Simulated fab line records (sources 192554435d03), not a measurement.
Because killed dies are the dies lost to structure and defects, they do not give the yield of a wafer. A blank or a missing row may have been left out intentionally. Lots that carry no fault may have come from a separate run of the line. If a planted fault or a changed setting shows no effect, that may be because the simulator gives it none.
fab line records -- flow n5_finfet
[record] lots = 8, wafers = 23, last_day = 17
route steps=1938 shown BEOL_M4@1111 BEOL_M7@1323 MIM_BOT_LITHO@1865 MIM_BOT_ETCH@1867 TV_OPEN@1888 PASSIVATION@1936
lots that met no fault: from a run of the same line without faults
start_h: start of the lot's first displayed wafer, in hours after the record's first day -- wait_h: hours from the lot's prior step to this one -- " repeats the value in the row above -- L1.1+2: a single row standing in for several wafers -- - either no value or no given start -- * or withheld: withheld -- < > ~ a bound
route shown NAME@n: a module of which the file shows steps, and the number in the route of the first -- usual: mean and standard deviation over wafers with no fault -- same: alike in all rows -- chamber/n: place in a boat -- sites: per-site readings -- _std_site: how widely they spread, as a standard deviation -- _edge_site: inner sites' mean taken away from outer sites' mean -- radius_mm: how far each site lies from the wafer's centre -- mask NAME#n: copy n -- behind: tool/chamber where the wafer was last shaped -- hold: why the lot went on hold/how many hours it stayed there/how the hold came to an end -- device: the n, p or np transistor that did not switch -- end of line: at the end of the route, the tests of the same wafers -- a step with no rows: only its recipe -- killed: at the first sort, the dies lost to defects and structure; wafer yield is something else -- map: dies across one wafer; x = killed, . = not, _ = none there
set.NAME: the setting that was run; set.NAME@STEP: the one run at that earlier step -- model.NAME: the simulator's own value behind a step, which no gauge read
one table for each step of the route and one row for each wafer, over a sample of lots
services: a tool's chamber out of use, with start hour (start_h, from the record's first day; less than 0 if before it), hours out, and reason
[[steps]]
[step N5_BEOL_M4_RC_MEAS_101]
[usual] DIBL_N = 36.8/1.5, DIBL_P = 37.1/2.1, IOFF_N = 0.168/0.03, IOFF_P = 0.22/0.034, ION_N = 679/12, ION_P = 466/8, SS_N = 71.7/0.58, SS_P = 73.5/0.67, VT_N = 248.8/2.7, VT_P = -250/3.3
lot.wafer,tool,chamber,start_h,wait_h,DIBL_N[mV/V],DIBL_P[mV/V],IOFF_N[nA/um],IOFF_P[nA/um],ION_N[uA/um],ION_P[uA/um],SS_N[mV/dec],SS_P[mV/dec],VT_N[mV],VT_P[mV]
L553.1,prober-02,0,156.19,0.0,38.6,39.9,0.204,0.24,683,463,73.2,74.1,247.3,-249
L553.4,prober-02,0,156.19,0.0,34.9,35.0,0.135,0.17,662,455,71.3,73.5,250.8,-256
L553.6,prober-02,0,156.19,0.0,38.5,39.9,0.213,0.25,679,466,71.6,74.3,244.0,-247
L554.1,prober-01,0,170.64,0.0,37.6,39.4,0.203,0.29,694,475,71.2,74.3,245.8,-247
L554.2,prober-01,0,170.64,0.0,37.3,37.8,0.181,0.25,679,466,71.3,73.5,249.1,-248
L554.4,prober-01,0,170.64,0.0,38.0,39.2,0.197,0.28,679,470,71.7,74.9,247.4,-246
L557.1,prober-02,0,179.56,0.0,36.4,37.5,0.165,0.22,677,468,71.8,72.7,247.4,-253
L557.3,prober-02,0,179.56,0.0,38.7,40.5,0.200,0.27,687,468,72.6,74.0,246.2,-247
L557.5,prober-02,0,179.56,0.0,36.0,37.8,0.152,0.23,679,468,71.0,72.7,251.6,-246
L558.1,prober-01,0,185.76,0.0,37.7,38.3,0.187,0.26,678,467,72.6,74.2,247.7,-246
L558.2,prober-01,0,185.76,0.0,39.2,37.7,0.213,0.24,680,460,72.9,73.9,248.0,-247
L558.4,prober-01,0,185.76,0.0,34.7,33.1,0.126,0.17,667,458,71.5,73.1,252.7,-252
L559.2,prober-01,0,198.07,0.2,35.4,37.0,0.167,0.22,671,469,71.3,74.0,247.2,-249
L559.4,prober-01,0,198.07,0.2,35.5,37.0,0.166,0.21,680,463,71.8,72.8,245.1,-248
L559.5,prober-01,0,198.07,0.2,35.6,37.2,0.183,0.22,684,470,71.2,73.4,244.9,-247
L569.2,prober-01,0,262.98,0.2,37.2,37.4,0.178,0.23,690,467,71.8,72.4,245.2,-249
L569.6,prober-01,0,262.98,0.2,35.6,35.5,0.146,0.20,683,468,70.7,72.7,251.3,-249
L572.1,prober-01,0,275.70,0.0,36.0,37.5,0.143,0.21,670,462,72.4,74.4,250.8,-251
L572.3,prober-01,0,275.70,0.0,36.6,37.5,0.163,0.20,677,460,72.0,73.6,247.4,-251
L572.4,prober-01,0,275.70,0.0,33.2,33.1,0.102,0.15,651,451,71.3,72.1,255.1,-254
L573.2,prober-02,0,294.62,0.2,38.9,37.8,0.177,0.19,678,460,72.3,73.9,247.2,-256
L573.3,prober-02,0,294.62,0.2,36.8,35.5,0.135,0.17,675,459,70.8,73.3,254.0,-256
L573.6,prober-02,0,294.62,0.2,38.6,36.7,0.174,0.18,683,462,72.4,73.7,249.3,-257
[step N5_BEOL_M7_SPUTTER_48]
[recipe] material = Cu, target_thk_a = 100, temp_c = -20, bias_v = 60, power_w = 26000, chamber_pressure_pa = 0.13, time_s = 1.667
[usual] bias_v = 60.0/0.61, chamber_pressure_pa = 0.12999/0.00027, throttle_valve_pct = 30.1/0.69
lot.wafer,tool,chamber,start_h,wait_h,bias_v,chamber_pressure_pa,throttle_valve_pct
L553.1,pvd_sputter-02,-,184.44,0.1,58.5,0.13039,29.1
L553.4,pvd_sputter-02,-,184.44,0.1,59.9,0.13039,31.1
L553.6,pvd_sputter-02,-,184.44,0.1,59.6,0.12988,29.1
L554.1,pvd_sputter-03,-,197.63,0.1,59.5,0.13058,29.3
L554.2,pvd_sputter-03,-,197.63,0.1,59.4,0.12989,29.4
L554.4,pvd_sputter-03,-,197.63,0.1,59.6,0.13011,30.5
L557.1,pvd_sputter-03,-,204.39,0.1,59.0,0.13003,29.5
L557.3,pvd_sputter-03,-,204.39,0.1,60.0,0.12962,29.8
L557.5,pvd_sputter-03,-,204.39,0.1,59.1,0.13017,29.1
L558.1,pvd_sputter-03,-,213.77,0.1,59.9,0.12975,29.6
L558.2,pvd_sputter-03,-,213.77,0.1,59.0,0.12976,31.2
L558.4,pvd_sputter-03,-,213.77,0.1,60.1,0.13032,29.4
L559.2,pvd_sputter-03,-,222.90,0.4,59.5,0.13019,30.6
L559.4,pvd_sputter-03,-,222.90,0.4,58.9,0.12993,30.9
L559.5,pvd_sputter-03,-,222.90,0.4,60.2,0.12978,31.3
L569.2,pvd_sputter-03,-,290.09,1.6,60.4,0.13037,29.6
L569.6,pvd_sputter-03,-,290.09,1.6,59.2,0.13039,29.4
L572.1,pvd_sputter-03,-,311.53,0.1,60.2,0.12998,29.2
L572.3,pvd_sputter-03,-,311.53,0.1,61.3,0.12962,29.8
L572.4,pvd_sputter-03,-,311.53,0.1,60.7,0.12997,30.4
L573.2,pvd_sputter-01,-,321.09,0.1,59.4,0.13005,30.0
L573.3,pvd_sputter-01,-,321.09,0.1,60.7,0.1303,29.5
L573.6,pvd_sputter-01,-,321.09,0.1,59.8,0.12997,30.1
[step N5_MIM_BOT_LITHO_DESCUM_10]
[recipe] chemistry = O2, time_s = 7.9, source_power_w = 50, bias_power_w = 20, pressure_mtorr = 20, rf_frequency_hz = 2.712e+07, temp_c = 40, o2_flow_sccm = 225
[usual] drypump_motor_current_A = 5.7/0.48, oes_product_au = 0.80/0.067, rf_fwd_power_W = 49.69/0.17, rf_vpp_V = 243.0/1.5, showerhead_plenum_p_Torr = 2.08/0.081, temp_c = 40.00/0.11, throttle_valve_pct = 20.42/0.25
lot.wafer,tool,chamber,start_h,wait_h,drypump_motor_current_A,oes_product_au,rf_fwd_power_W,rf_hours_counter_h,rf_vpp_V,showerhead_plenum_p_Torr,temp_c,throttle_valve_pct
L553.1,rie_diel-01,0,249.14,0.0,4.7,0.72,49.70,229,243.8,2.05,39.81,20.23
L553.4,rie_diel-01,0,249.14,0.0,4.7,0.71,49.64,-,243.2,2.05,39.89,20.22
L553.6,rie_diel-01,2,249.14,0.0,6.2,0.90,49.55,-,242.8,2.12,40.04,20.24
L554.1,rie_diel-01,2,255.05,0.1,6.2,0.89,49.78,35,243.0,2.12,40.04,20.24
L554.2,rie_diel-01,0,255.05,0.1,4.7,0.71,49.88,232,242.9,2.05,39.99,20.24
L554.4,rie_diel-01,0,255.05,0.1,4.7,0.72,49.88,-,244.9,2.05,40.09,20.24
L557.1,rie_diel-02,3,273.76,0.1,6.1,0.89,49.55,41,242.2,2.03,39.90,20.36
L557.3,rie_diel-02,2,273.76,0.1,5.8,0.83,49.76,57,245.5,2.13,39.94,20.36
L557.5,rie_diel-02,2,273.76,0.1,5.8,0.84,49.69,-,243.1,2.13,39.83,20.32
L558.1,rie_diel-06,3,278.10,0.0,5.6,0.78,49.66,122,241.8,2.01,39.93,20.53
L558.2,rie_diel-06,1,278.10,0.0,6.3,0.88,49.96,48,242.5,2.04,40.02,20.17
L558.4,rie_diel-06,0,278.10,0.0,5.7,0.82,49.73,90,243.5,2.21,40.19,20.28
L559.2,rie_diel-02,1,283.37,0.0,6.3,0.75,49.81,190,241.7,2.01,39.97,20.36
L559.4,rie_diel-02,3,283.37,0.0,6.1,0.88,49.38,44,242.5,2.03,40.12,20.35
L559.5,rie_diel-02,3,283.37,0.0,6.1,0.87,49.24,-,243.0,2.03,40.10,20.35
L569.2,rie_diel-01,1,357.90,0.0,5.0,0.68,49.66,245,242.2,2.00,40.03,21.16
L569.6,rie_diel-01,3,357.90,0.0,5.4,0.81,49.71,-,242.6,2.01,40.09,20.28
L572.1,rie_diel-01,1,372.53,0.0,5.0,0.66,49.75,250,241.9,2.00,40.02,21.17
L572.3,rie_diel-01,3,372.53,0.0,5.4,0.80,49.77,98,242.5,2.01,39.95,20.28
L572.4,rie_diel-01,2,372.53,0.0,6.2,0.83,49.68,77,243.2,2.11,39.92,20.31
L573.2,rie_diel-06,3,389.64,0.0,5.5,0.75,49.70,158,243.3,1.99,40.04,20.57
L573.3,rie_diel-06,2,389.64,0.0,5.6,0.92,49.42,17,244.4,2.14,39.97,20.61
L573.6,rie_diel-06,1,389.64,0.0,6.3,0.83,49.49,-,242.5,2.03,40.07,20.22
[step N5_MIM_BOT_ETCH_ETCH_03]
[recipe] chemistry = Cl2/BCl3, target_depth_a = 120, pressure_mtorr = 8, icp_w = 800, bias_w = 100, Cl2_flow_sccm = 20, bcl3_flow_sccm = 80
[usual] drypump_motor_current_A = 5.5/0.48, oes_product_au = 0.80/0.089, rf_fwd_power_W = 794.0/2.7, throttle_valve_pct = 27.65/0.26
lot.wafer,tool,chamber,start_h,wait_h,drypump_motor_current_A,oes_product_au,rf_fwd_power_W,rf_hours_counter_h,throttle_valve_pct
L553.1,rie_metal-01,1,249.30,0.1,5.1,0.86,795.9,18,27.71
L553.4,rie_metal-01,1,249.30,0.1,5.1,0.86,795.7,-,27.73
L553.6,rie_metal-01,0,249.30,0.1,5.9,0.77,795.6,-,27.82
L554.1,rie_metal-01,0,255.20,0.1,5.9,0.77,791.7,32,27.84
L554.2,rie_metal-01,1,255.20,0.1,5.1,0.86,794.2,19,27.72
L554.4,rie_metal-01,1,255.20,0.1,5.1,0.86,793.0,-,27.71
L557.1,rie_metal-02,1,273.91,0.1,5.6,0.61,790.5,119,27.67
L557.3,rie_metal-02,0,273.91,0.1,5.4,0.64,794.5,-,28.03
L557.5,rie_metal-02,1,273.91,0.1,5.7,0.61,788.6,-,27.66
L558.1,rie_metal-02,0,278.25,0.1,5.4,0.64,793.1,108,28.04
L558.2,rie_metal-02,1,278.25,0.1,5.6,0.61,786.4,120,27.65
L558.4,rie_metal-02,1,278.25,0.1,5.6,0.61,791.0,-,27.66
L559.2,rie_metal-02,0,283.56,0.1,5.4,0.64,793.6,-,28.06
L559.4,rie_metal-02,0,283.56,0.1,5.4,0.63,796.4,-,28.04
L559.5,rie_metal-02,0,283.56,0.1,5.4,0.63,796.8,-,28.05
L569.2,rie_metal-01,1,358.05,0.1,5.1,0.83,792.7,29,27.74
L569.6,rie_metal-01,1,358.05,0.1,5.1,0.82,792.0,-,27.75
L572.1,rie_metal-03,0,372.68,0.1,6.4,0.82,797.0,19,27.05
L572.3,rie_metal-03,1,372.68,0.1,4.8,0.80,796.7,-,27.40
L572.4,rie_metal-03,0,372.68,0.1,6.4,0.83,799.4,-,27.06
L573.2,rie_metal-02,1,389.79,0.1,5.6,0.92,786.8,7,27.72
L573.3,rie_metal-02,0,389.79,0.1,5.4,0.97,791.6,-,27.64
L573.6,rie_metal-02,0,389.79,0.1,5.4,0.97,795.2,-,27.64
[step N5_PASSIVATION_VIA_ETCH_13]
[recipe] chemistry = CHF3/O2, target = SiO2, target_depth_a = 6600, CHF3_flow_sccm = 50, O2_flow_sccm = 5, Ar_flow_sccm = 200, time_s = 330, mask_material = PR, pressure_mtorr = 30, source_w = 650, bias_w = 170, ion_energy_ev = 200, ends = cleared
[usual] CHF3_flow_sccm = 50.01/0.15, O2_flow_sccm = 4.998/0.014, drypump_motor_current_A = 5.85/0.24, etch_rf_on_time_s = 237/4.4, oes_product_au = 0.71/0.077, rf_fwd_power_W = 647.8/2.1, rf_vpp_V = 521/10, showerhead_plenum_p_Torr = 2.42/0.1, throttle_valve_pct = 18.97/0.23
lot.wafer,tool,chamber,start_h,wait_h,CHF3_flow_sccm,O2_flow_sccm,drypump_motor_current_A,etch_rf_on_time_s,oes_product_au,rf_fwd_power_W,rf_hours_counter_h,rf_vpp_V,showerhead_plenum_p_Torr,throttle_valve_pct
L553.1,rie_diel-05,2,251.90,0.0,49.95,4.996,5.81,225,0.77,650.5,81,506,2.55,19.08
L553.4,rie_diel-05,1,251.90,0.0,50.22,5.008,5.66,234,0.87,644.9,-,511,2.38,18.58
L553.6,rie_diel-05,3,251.90,0.0,49.54,4.973,6.00,233,0.66,650.8,-,520,2.32,19.18
L554.1,rie_diel-03,2,260.16,0.0,49.75,4.996,5.74,233,0.67,648.9,179,538,2.48,18.99
L554.2,rie_diel-03,3,260.16,0.0,50.33,4.983,5.78,231,0.83,647.2,21,538,2.57,18.66
L554.4,rie_diel-03,1,260.16,0.0,50.03,4.977,5.64,234,0.66,645.8,199,516,2.31,19.05
L557.1,rie_diel-04,3,275.41,0.0,49.97,5.008,6.22,235,0.65,649.1,205,521,2.39,19.25
L557.3,rie_diel-04,1,275.41,0.0,50.01,5.009,5.99,231,0.73,645.6,107,515,2.34,18.68
L557.5,rie_diel-04,0,275.41,0.0,49.97,5.021,5.56,237,0.64,646.3,-,518,2.30,19.02
L558.1,rie_diel-05,3,280.03,0.0,50.05,5.020,5.99,238,0.65,649.6,184,517,2.32,19.20
L558.2,rie_diel-05,1,280.03,0.0,50.01,5.006,5.68,229,0.85,644.4,16,511,2.37,18.59
L558.4,rie_diel-05,2,280.03,0.0,50.13,5.009,5.79,234,0.75,650.6,90,507,2.55,19.08
L559.2,rie_diel-05,2,285.38,0.0,50.08,5.005,5.80,237,0.74,647.5,92,506,2.55,19.09
L559.4,rie_diel-05,1,285.38,0.0,49.81,4.999,5.67,240,0.83,647.5,19,510,2.37,18.59
L559.5,rie_diel-05,1,285.38,0.0,50.09,5.024,5.66,233,0.84,644.6,-,512,2.37,18.60
L569.2,rie_diel-03,0,361.31,0.0,49.98,5.021,6.26,235,0.62,646.6,238,536,2.37,19.23
L569.6,rie_diel-03,1,361.31,0.0,50.14,4.972,5.61,243,0.64,646.4,-,514,2.30,19.11
L572.1,rie_diel-03,3,374.53,0.0,49.87,5.000,5.77,231,0.78,649.0,55,537,2.56,18.72
L572.3,rie_diel-03,1,374.53,0.0,49.77,5.022,5.58,234,0.63,646.5,232,516,2.30,19.11
L572.4,rie_diel-03,2,374.53,0.0,49.92,5.011,5.70,242,0.64,649.8,213,540,2.47,19.04
L573.2,rie_diel-04,1,391.63,0.0,50.07,5.017,6.03,228,0.72,645.7,138,516,2.33,18.74
L573.3,rie_diel-04,2,391.63,0.0,49.99,5.002,5.61,244,0.73,644.0,64,518,2.56,18.78
L573.6,rie_diel-04,3,391.63,0.0,49.94,4.976,6.22,238,0.63,648.7,-,519,2.38,19.30
[step N5_PASSIVATION_PROBE_49]
[usual] defect_limited_yield = 91.0/1.5, killed_at_M0_to_M3 = 34/11, killed_at_M4_up = 14/5.3, killed_at_contacts = 13/7, killed_at_front_end = 41/13, killed_at_other = 4/3.1, killed_dies = 106/17, killed_on_rim = 14/3.9, killed_open = 70/12, killed_short = 35/8, sort_bin_5_function = 5.2/0.98, sort_bin_6_memory = 3.4/0.69, sort_n_pass = 1074/17, sort_yield_pct = 91.0/1.5
[same] gross_dies = 1180, killed_at_back_side = 0, sort_bin_4_leakage[%] = 0, sort_bin_8_speed[%] = 0
lot.wafer,tool,chamber,start_h,wait_h,defect_limited_yield[%],killed_at_M0_to_M3,killed_at_M4_up,killed_at_contacts,killed_at_front_end,killed_at_other,killed_dies,killed_on_rim,killed_open,killed_short,sort_bin_5_function[%],sort_bin_6_memory[%],sort_n_pass,sort_yield_pct[%]
L557.1,prober-01,-,282.26,0.0,91.4,19,10,15,46,11,101,17,64,34,5.3,3.1,1079,91.4
L557.3,prober-01,-,282.36,0.1,88.6,52,13,11,54,5,135,21,88,44,6.4,4.1,1045,88.6
L557.5,prober-01,-,282.46,0.2,89.7,18,10,25,68,1,122,17,81,39,5.9,3.7,1058,89.7
L559.2,prober-01,-,292.78,0.1,89.4,31,32,12,38,12,125,14,74,49,5.5,4.4,1055,89.4
L559.4,prober-01,-,292.88,0.2,91.8,37,16,10,32,2,97,10,63,34,4.4,3.4,1083,91.8
L559.5,prober-01,-,292.93,0.2,90.5,42,28,9,29,4,112,17,72,39,5.1,4.1,1068,90.5
L569.2,prober-02,-,368.26,0.1,83.4,32,106,8,47,3,196,37,60,42,10.3,5.9,984,83.4
L569.6,prober-02,-,368.46,0.3,91.7,26,8,6,54,4,98,16,57,41,4.8,3.0,1082,91.7
L572.1,prober-02,-,380.97,0.0,90.0,40,14,26,29,9,118,18,81,36,6.1,3.1,1062,90.0
L572.3,prober-02,-,381.07,0.1,84.9,27,110,17,23,1,178,30,58,24,9.5,5.3,1002,84.9
L572.4,prober-02,-,381.12,0.2,89.4,31,9,30,53,2,125,20,78,43,6.1,3.7,1055,89.4
L573.2,prober-01,-,398.00,0.1,90.9,26,17,8,50,6,107,15,69,38,5.3,3.4,1073,90.9
L573.3,prober-01,-,398.05,0.1,90.6,44,11,8,47,1,111,10,68,42,5.0,4.0,1069,90.6
L573.6,prober-01,-,398.20,0.3,88.9,60,15,20,36,0,131,19,88,42,7.6,3.1,1049,88.9
// killed by level:class
L557.1 STI_FIN_REVEAL:geometric_particle:open=13 MOL_CONTACT_COAG:geometric_particle:open=11 FIN_SAQP:geometric_particle:open=9 DUMMY_GATE:geometric_particle:open=7 BEOL_M3:geometric_particle:open=6 MIM_TOP_ETCH:geometric_particle:short=6 FIN_SAQP:geometric_particle:short=5 BEOL_M2:geometric_particle:open=4
L557.3 FIN_SAQP:geometric_particle:open=19 BEOL_M0_SAQP:geometric_particle:open=14 BEOL_M0_SAQP:geometric_particle:short=12 FIN_SAQP:geometric_particle:short=10 BEOL_M2:geometric_particle:open=8 STI_FIN_REVEAL:geometric_particle:open=7 BEOL_M1:geometric_particle:open=6 BEOL_M4:geometric_particle:open=6
L557.5 MOL_CONTACT_COAG:geometric_particle:open=16 FIN_SAQP:geometric_particle:open=15 STI_FIN_REVEAL:geometric_particle:open=11 FIN_SAQP:geometric_particle:short=10 GATE_CUT:geometric_particle:open=10 MOL_CONTACT_COAG:geometric_particle:short=9 GATE_CUT:geometric_particle:short=8 BEOL_M0_SAQP:geometric_particle:open=5
L559.2 BEOL_M0_SAQP:geometric_particle:short=14 BEOL_M4:geometric_particle:open=11 BEOL_M3:geometric_particle:open=9 MOL_CONTACT_COAG:geometric_particle:open=8 DUMMY_GATE:geometric_particle:open=6 BEOL_M4:geometric_particle:short=6 FIN_SAQP:geometric_particle:short=5 BEOL_M5:geometric_particle:open=5
L559.4 BEOL_M0_SAQP:geometric_particle:open=9 MOL_CONTACT_COAG:geometric_particle:open=8 BEOL_M4:geometric_particle:open=8 FIN_SAQP:geometric_particle:short=6 STI_FIN_REVEAL:geometric_particle:open=6 BEOL_M3:geometric_particle:open=6 FIN_SAQP:geometric_particle:open=5 GATE_CUT:geometric_particle:short=5
L559.5 BEOL_M4:geometric_particle:open=20 BEOL_M3:geometric_particle:open=19 BEOL_M3:geometric_particle:short=12 FIN_SAQP:geometric_particle:short=9 MOL_CONTACT_COAG:geometric_particle:open=6 BEOL_M1:geometric_particle:open=4 GATE_CUT:geometric_particle:open=3 GATE_CUT:geometric_particle:short=3
L569.2 BEOL_M7:interface_void_opened=94 FIN_SAQP:geometric_particle:short=10 STI_FIN_REVEAL:geometric_particle:open=10 FIN_SAQP:geometric_particle:open=9 MOL_CONTACT_COAG:geometric_particle:open=6 BEOL_M0_SAQP:geometric_particle:open=6 BEOL_M4:geometric_particle:open=6 BEOL_M3:geometric_particle:open=5
L569.6 FIN_SAQP:geometric_particle:short=11 FIN_SAQP:geometric_particle:open=9 STI_FIN_REVEAL:geometric_particle:open=7 MOL_CONTACT_COAG:geometric_particle:open=5 BEOL_M3:geometric_particle:open=5 ILD0:geometric_particle:short=4 ILD0:geometric_particle:open=4 BEOL_M1:geometric_particle:open=4
L572.1 MOL_CONTACT_COAG:geometric_particle:open=23 BEOL_M0_SAQP:geometric_particle:open=13 FIN_SAQP:geometric_particle:short=10 BEOL_M0_SAQP:geometric_particle:short=10 BEOL_M1:geometric_particle:open=8 BEOL_M4:geometric_particle:open=7 FIN_SAQP:geometric_particle:open=5 GATE_CUT:geometric_particle:short=4
L572.3 BEOL_M7:interface_void_opened=96 MOL_CONTACT_COAG:geometric_particle:open=12 BEOL_M1:geometric_particle:open=12 BEOL_M4:geometric_particle:open=9 FIN_SAQP:geometric_particle:open=8 STI_FIN_REVEAL:geometric_particle:open=7 BEOL_M0_SAQP:geometric_particle:short=6 MOL_CONTACT_COAG:geometric_particle:short=5
L572.4 MOL_CONTACT_COAG:geometric_particle:open=24 FIN_SAQP:geometric_particle:short=12 STI_FIN_REVEAL:geometric_particle:open=10 BEOL_M1:geometric_particle:open=8 FIN_SAQP:geometric_particle:open=6 MOL_CONTACT_COAG:geometric_particle:short=6 BEOL_M0_SAQP:geometric_particle:short=6 GATE_CUT:geometric_particle:open=5
L573.2 FIN_SAQP:geometric_particle:open=21 FIN_SAQP:geometric_particle:short=10 MOL_CONTACT_COAG:geometric_particle:open=7 BEOL_M2:geometric_particle:open=6 BEOL_M4:geometric_particle:short=6 STI_FIN_REVEAL:geometric_particle:open=5 BEOL_M0_SAQP:geometric_particle:short=5 BEOL_M4:geometric_particle:open=5
L573.3 FIN_SAQP:geometric_particle:open=16 BEOL_M0_SAQP:geometric_particle:short=15 BEOL_M2:geometric_particle:open=9 FIN_SAQP:geometric_particle:short=8 BEOL_M0:geometric_particle:open=6 BEOL_M0_SAQP:geometric_particle:open=6 DUMMY_GATE:geometric_particle:open=5 MOL_CONTACT_COAG:geometric_particle:open=5
L573.6 BEOL_M0_SAQP:geometric_particle:open=18 BEOL_M0_SAQP:geometric_particle:short=13 MOL_CONTACT_COAG:geometric_particle:open=12 FIN_SAQP:geometric_particle:open=11 BEOL_M2:geometric_particle:open=10 FIN_SAQP:geometric_particle:short=8 MOL_CONTACT_COAG:geometric_particle:short=8 BEOL_M1:geometric_particle:open=8
[[services]]
tool,chamber,start_h,hours,kind
rie_metal-02,-,166.55,2.8,pm
rie_metal-01,1,176.03,10.8,repair
rie_diel-06,-,215.62,15.6,pm
rie_metal-02,0,221.71,10.9,repair
rie_diel-04,-,234.11,1.7,repair
rie_diel-02,2,235.45,2.4,repair
rie_diel-01,3,246.14,18.9,repair
rie_diel-04,0,248.92,19.3,repair
rie_diel-05,-,261.73,0.6,repair
rie_diel-05,-,266.08,0.8,repair
rie_metal-01,1,271.26,6.8,repair
rie_diel-04,1,276.61,5.4,repair
rie_diel-04,-,281.45,0.4,repair
rie_diel-04,1,283.72,16.7,repair
rie_diel-05,1,290.76,9.6,repair
rie_diel-01,2,299.37,5.1,repair
rie_diel-01,-,311.59,0.2,repair
rie_diel-03,1,318.53,5.0,repair
rie_diel-04,0,325.47,51.5,repair
rie_diel-04,-,336.74,2.8,pm
rie_diel-02,2,343.93,4.8,repair
rie_diel-05,0,345.20,7.0,repair
rie_diel-02,2,363.16,1.3,repair
rie_diel-02,1,369.34,9.8,repair
[[key]]
[first_sign] step = N5_PASSIVATION_PROBE_49, reading = killed_at_M4_up, direction = up, sigmas = 18, usual = 14, struck = 108
[effect] step = N5_PASSIVATION_PROBE_49, reading = sort_bin_5_function, direction = up, sigmas = 4.7, usual = 5.2, struck = 9.9
[more_kills_born_at] N5_BEOL_M7_SPUTTER_48@pvd_sputter-03 = 190
met_at N5_BEOL_M7_SPUTTER_48
struck_lots L569,L572
struck_wafers L569.2,L572.3
not_acting_at N5_MIM_BOT_LITHO_DESCUM_10,N5_MIM_BOT_ETCH_ETCH_03,N5_PASSIVATION_VIA_ETCH_13
onset_between 222.90 290.09
[fault] kind = process_parameter_drift, tool = pvd_sputter-03, chamber = -, onset_h = 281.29, steps = N5_BEOL_M7_SPUTTER_48, channel = time_s, offset = *, shape = step, end_h = 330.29, scope = struck_wafers_only, acts_in = *, stated = *
